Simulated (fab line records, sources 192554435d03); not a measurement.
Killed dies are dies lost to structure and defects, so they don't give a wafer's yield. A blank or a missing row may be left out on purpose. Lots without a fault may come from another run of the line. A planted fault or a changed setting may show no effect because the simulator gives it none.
Chamber matching | flow n5_finfet | N5_MOL_CONTACT_COAG_STRIP_98 on rie_diel-02: 4 sister chambers
The step strips in N2/H2. 8 wafers are shown with their chamber, then 9 later ones without.

WAFERS WITH THEIR CHAMBER
wafer  | chamber | drypump_motor_current_A (A) | showerhead_plenum_p_Torr (Torr)
L079.1 | 1       | 6.3                         | 3.40
L079.5 | 1       | 6.4                         | 3.40
L084.3 | 3       | 6.8                         | 3.30
L084.4 | 2       | 5.8                         | 3.29
L084.6 | 0       | 5.8                         | 3.20
L088.1 | 3       | 6.8                         | 3.29
L088.4 | 2       | 5.9                         | 3.29
L088.5 | 0       | 5.8                         | 3.19

WAFERS WITHOUT THEIR CHAMBER
wafer  | drypump_motor_current_A (A) | showerhead_plenum_p_Torr (Torr)
L089.1 | 5.8                         | 3.19
L089.4 | 5.9                         | 3.28
L089.6 | 6.8                         | 3.29
L093.3 | 5.8                         | 3.19
L093.5 | 6.8                         | 3.29
L093.6 | 5.8                         | 3.19
L096.4 | 5.8                         | 3.18
L096.5 | 6.8                         | 3.28
L096.6 | 5.8                         | 3.18

WHICH CHAMBER EACH WENT THROUGH
wafer  | from the rows above | in truth
L089.1 | 0                   | 0
L089.4 | 2                   | 2
L089.6 | 3                   | 3
L093.3 | 0                   | 0
L093.5 | 3                   | 3
L093.6 | 0                   | 0
L096.4 | 0                   | 0
L096.5 | 3                   | 3
L096.6 | 0                   | 0
Placed correctly: 9 of 9. Can't be placed from these rows: 0. Placed wrongly: 0.
How it was worked out, from the rows above alone: a wafer's distance from a chamber is the root of the sum, over the readings, of the square of ((its reading less the chamber's mean) divided by the reading's scatter). The wafer belongs to the nearest chamber; if the next one is less than 2 further off, it can't be placed. A chamber's mean is the mean of its shown wafers. The scatter: the root of (the sum of the squares of (reading less its chamber's mean) over the shown wafers, divided by (wafers less chambers)).
